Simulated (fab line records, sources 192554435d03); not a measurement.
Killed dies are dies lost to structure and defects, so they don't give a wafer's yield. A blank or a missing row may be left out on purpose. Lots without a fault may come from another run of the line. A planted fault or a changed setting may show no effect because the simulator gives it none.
Which tool did it? | flow n5_finfet | 11 lots, 33 wafers sampled, at 2 steps of a route of 1938

WHAT THE GAUGES READ, wafer by wafer
N5_FIN_SAQP_CD_MEAS_37: target cd 8 nm.
lot  | measured    | on        | cd_nm (nm)
L075 | day 2 08:49 | cd_sem-01 | 8.06 8.19 7.77
L077 | day 2 20:30 | cd_sem-01 | 8.24 7.67 7.94
L079 | day 3 09:10 | cd_sem-02 | 7.70 8.34 7.62
L081 | day 3 20:35 | cd_sem-02 | 8.07 7.96 7.78
L083 | day 4 09:19 | cd_sem-03 | 7.74 7.94 7.90
L085 | day 4 22:32 | cd_sem-02 | 8.12 7.70 7.75
L087 | day 5 09:08 | cd_sem-02 | 7.74 7.82 8.02
L090 | day 6 02:49 | cd_sem-02 | 8.07 8.12 8.01
L092 | day 6 15:28 | cd_sem-01 | 8.04 8.24 8.32
L094 | day 7 03:23 | cd_sem-03 | 7.90 7.95 7.55
L096 | day 7 14:42 | cd_sem-01 | 7.71 8.15 8.42

WHICH TOOL RAN EACH LOT (tool, then ch and the chambers of the sampled wafers, then the start)
lot  | N5_FIN_SAQP_STRIP_77
L075 | rie_diel-01 ch 0,1, day 2 08:31
L077 | rie_diel-04 ch 1,2, day 2 20:11
L079 | rie_diel-06 ch 0,2,3, day 3 08:50
L081 | rie_diel-06 ch 0,2,3, day 3 20:16
L083 | rie_diel-01 ch 0,2,3, day 4 09:01
L085 | rie_diel-06 ch 0,2,3, day 4 22:13
L087 | rie_diel-06 ch 0,2,3, day 5 08:50
L090 | rie_diel-04 ch 0,1,2, day 6 02:30
L092 | rie_diel-01 ch 0,2, day 6 15:08
L094 | rie_diel-04 ch 0,2, day 7 03:05
L096 | rie_diel-06 ch 1,3, day 7 14:23
- N5_FIN_SAQP_STRIP_77: strips in N2/H2, time 90 s.

THE ANSWER, worked out from the rows above alone
Rule: what is usual is taken from the lots themselves. Put in order of their means at a reading, lots are off if they are a third of the lots or fewer, leave a main group of 4 or more, and stand apart from it by a gap of 3 or more times the standard deviation of the main group's means; of several such gaps the widest counts. A main group whose means are all the same, to the digits that the tables above print for the reading, isn't used. A lot without any number at a reading at which 4 lots or more have one is off too. The other lots that the step has rows for count as sound.
No lot is off at any reading shown: from this, nothing can be told.

WHAT THE SIMULATOR HAD PUT IN
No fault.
